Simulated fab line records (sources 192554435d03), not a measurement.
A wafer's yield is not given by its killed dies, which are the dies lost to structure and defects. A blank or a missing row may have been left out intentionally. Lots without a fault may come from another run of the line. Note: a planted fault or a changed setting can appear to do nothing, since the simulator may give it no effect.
Code-filled problem report in 8D (eight disciplines) form ; flow n5_finfet ; the parts of the form that need people (team, actions taken, sign-off) are left out

== 1. THE PROBLEM ==
Mean of raw_defect_count at N5_MOL_CONTACT_COAG_INSPECT_97: 1075 across 3 wafers in 3 lots; on wafers with no fault it is 46 (standard deviation 16). Relative to the usual mean, that is a shift of +64 standard deviations.
The step: inspects for defects (darkfield).
First seen on wafer L562.5, day 10 05:17, on defect_inspect-01. At this step, 24 wafers from 9 lots have a number in the record. The rule behind "out" and "out of limits": a value lying over 4 standard deviations away from the usual mean. The other wafers with a number count as sound.

== 2. WHAT IT IS; WHAT IT IS NOT ==
question;is;is not
which readings at this step;raw_defect_count;-
which lots;L562, L563, L564;L546, L551, L554, L557, L566, L567
which wafers of those lots;L562.5, L563.5, L564.5;L562.2, L563.4, L564.2
read on which gauges;defect_inspect-01, defect_inspect-02;-
when;from day 10 05:17;"up to then (13 sound wafers); but 8 sound wafers of L563, L564, L566, L567 came after"

== 3. THE SUSPECTS, EACH WITH WHAT RULES IT OUT ==
Counting: any tool at a process step up to the reading remains a suspect provided it ran every lot that is out. Sound lots after the first of them don't rule it out here, since some wafers of a struck lot are sound.
- the gauge at N5_MOL_CONTACT_COAG_INSPECT_97: ruled out. 2 gauges (defect_inspect-01, defect_inspect-02) read the wafers that are out.
- rie_diel-01 at N5_MOL_CONTACT_COAG_ETCH_66 (etches SiARC in CF4, target depth 13 nm, time 21.7 s): kept. It processed each lot that is out (first: L562, day 10 00:34); up to then, its last sound lot is L546 (day 5 12:12).
- cmp-03 at N5_MOL_CONTACT_COAG_CMP_52 (polishes, stops on SiO2, t overpolish 1.5 s, target thk 66.5 nm): kept. It processed each lot that is out (first: L562, day 10 02:02); up to then, its last sound lot is L551 (day 6 17:40). Its own readings are out on those wafers: overpolish_run_s, time_to_endpoint_s.
Remaining after the count are rie_diel-01 at N5_MOL_CONTACT_COAG_ETCH_66 and cmp-03 at N5_MOL_CONTACT_COAG_CMP_52.

== 4. THE CAUSE (what the simulator had put in) ==
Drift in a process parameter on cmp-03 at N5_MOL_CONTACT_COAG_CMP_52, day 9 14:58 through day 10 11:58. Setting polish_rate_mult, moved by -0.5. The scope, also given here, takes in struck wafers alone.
This tool is one of the 2 suspects left after counting.

== 5. THE CHAIN OF EFFECTS, in route order ==
One row per reading whose mean, taken over the struck wafers that have a number, lies over 3 standard deviations from the usual. Scope: only readings with a usual standard deviation given in the record; hours: median across lots of the time from each lot's start at the first step in this table that gives one to its start at this step; sigmas: change in usual standard deviations.
hours;step;reading;usual;on struck wafers;change;sigmas
0;N5_MOL_CONTACT_COAG_CMP_52;overpolish_run_s;1.500 s;0.040;-1.460;-99 or more
0;N5_MOL_CONTACT_COAG_CMP_52;time_to_endpoint_s;13.5 s;26.0;+12.5;+6.6
3;N5_MOL_CONTACT_COAG_INSPECT_97;raw_defect_count;46;1075;+1029;+64
168;N5_PASSIVATION_PROBE_49;defect_limited_yield;91.2 %;11.1;-80.1;-53
168;N5_PASSIVATION_PROBE_49;killed_at_contacts;13;950;+937;+99 or more
168;N5_PASSIVATION_PROBE_49;killed_dies;104;1049;+945;+53
168;N5_PASSIVATION_PROBE_49;killed_on_rim;14;76;+62;+16
168;N5_PASSIVATION_PROBE_49;sort_n_pass;1076;131;-945;-53
168;N5_PASSIVATION_PROBE_49;sort_yield_pct;91.2 %;11.1;-80.1;-53
Its process steps:
- N5_MOL_CONTACT_COAG_CMP_52: polishes, stops on SiO2, t overpolish 1.5 s, target thk 66.5 nm.
- N5_PASSIVATION_PROBE_49

== 6. HOW IT WOULD HAVE BEEN CAUGHT EARLIER ==
14 hours passed between the start of the fault at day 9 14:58 and the first reading out of limits at a measuring or inspecting step in this record, taken at day 10 05:17.
The tool's own readings at N5_MOL_CONTACT_COAG_CMP_52 were out on every struck wafer that the step has a row for (overpolish_run_s, time_to_endpoint_s): an alarm limit on them would have fired on the first of those.
Of the lots that are out (3), L564 began N5_MOL_CONTACT_COAG_CMP_52 on cmp-03 after day 10 05:17. It would have been spared by a hold on the tool at that moment.
